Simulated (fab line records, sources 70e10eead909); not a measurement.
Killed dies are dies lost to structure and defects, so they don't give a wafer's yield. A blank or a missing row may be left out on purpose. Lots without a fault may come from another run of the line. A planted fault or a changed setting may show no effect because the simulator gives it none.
Problem report in the 8D (eight disciplines) form, filled by code | flow nand_harc | the parts of the form that need people (team, actions taken, sign-off) are left out

1. THE PROBLEM
cd_nm at NHARC_P_M2_CD_MEAS_09 reads a mean of 184.6 nm on 6 wafers of 2 lots; wafers without a fault read 169.9 nm with a standard deviation of 0.61. That is +24 standard deviations from the usual mean.
The step: target cd 170 nm.
First seen on wafer L504.2, day 10 00:27, on cd_sem-01. The record holds 36 wafers of 12 lots with a number at this step. Rule for "out", or "out of limits": more than 4 standard deviations from the usual mean. The other wafers with a number count as sound.

2. WHAT IT IS AND WHAT IT IS NOT
question                    | is                     | is not
which readings at this step | cd_nm                  | -
which lots                  | L504, L507             | L496, L498, L509, L510, L511, L513, L515, L516, L517, L519
which wafers of those lots  | all that have a number | -
read on which gauges        | cd_sem-01              | cd_sem-02, cd_sem-03
when                        | from day 10 00:27      | up to then (6 sound wafers); but 24 sound wafers of L509, L510, L511, L513, L515, L516, L517, L519 came after

3. SUSPECTS, AND WHAT RULES EACH OUT
Counting: a tool at a process step up to the reading stays a suspect if it ran every lot that is out and no sound lot after the first of them.
- the gauge at NHARC_P_M2_CD_MEAS_09: ruled out. All the wafers that are out were read on cd_sem-01, but those of them that NHARC_P_M2_PEB_07 has rows for are out there too, on other tools.
- litho_track-04 at NHARC_P_M2_PEB_07 (peb time 65 s): ruled out as a lasting fault. Sound lots L516, L519 ran on it after its first lot that is out, L504 (day 10 00:22).
Left after counting: nothing in the record.

4. THE CAUSE (what the simulator had put in)
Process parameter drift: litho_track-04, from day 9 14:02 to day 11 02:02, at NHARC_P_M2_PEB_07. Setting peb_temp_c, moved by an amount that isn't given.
Counting ruled it out, wrongly: the rule takes a fault to strike every lot that its tool runs from its start on, and this one did not.

5. THE CHAIN OF EFFECTS, in route order
Each row: a reading whose mean over the struck wafers that have a number lies more than 3 standard deviations from the usual. Only readings for which the record gives a usual standard deviation are gone through. hours: the time from each lot's start at the first step in this table that gives one to its start at this step, as a median over the lots. sigmas: the change in usual standard deviations.
hours | step                  | reading              | usual    | on struck wafers | change | sigmas
0     | NHARC_P_M2_PEB_07     | heater_power_total_W | 156.6 W  | 166.4            | +9.8   | +24
0     | NHARC_P_M2_PEB_07     | plate_temp_C         | 99.97 C  | 104.64           | +4.67  | +36
0     | NHARC_P_M2_CD_MEAS_09 | cd_nm                | 169.9 nm | 184.6            | +14.7  | +24
The process steps in it:
- NHARC_P_M2_PEB_07: peb time 65 s.
Later measuring or inspecting steps at which every struck wafer that the step has a row for has a number for every such reading, and none has moved that far: NHARC_P_M2_OVL_MEAS_10, NHARC_END_SORT_01.

6. WHAT WOULD HAVE CAUGHT IT SOONER
In this record the first reading out of limits at a measuring or inspecting step was taken at day 10 00:27, 10 hours after the fault began at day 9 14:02.
The tool's own readings at NHARC_P_M2_PEB_07 were out on every struck wafer that the step has a row for (heater_power_total_W, plate_temp_C): an alarm limit on them would have fired on the first of those.
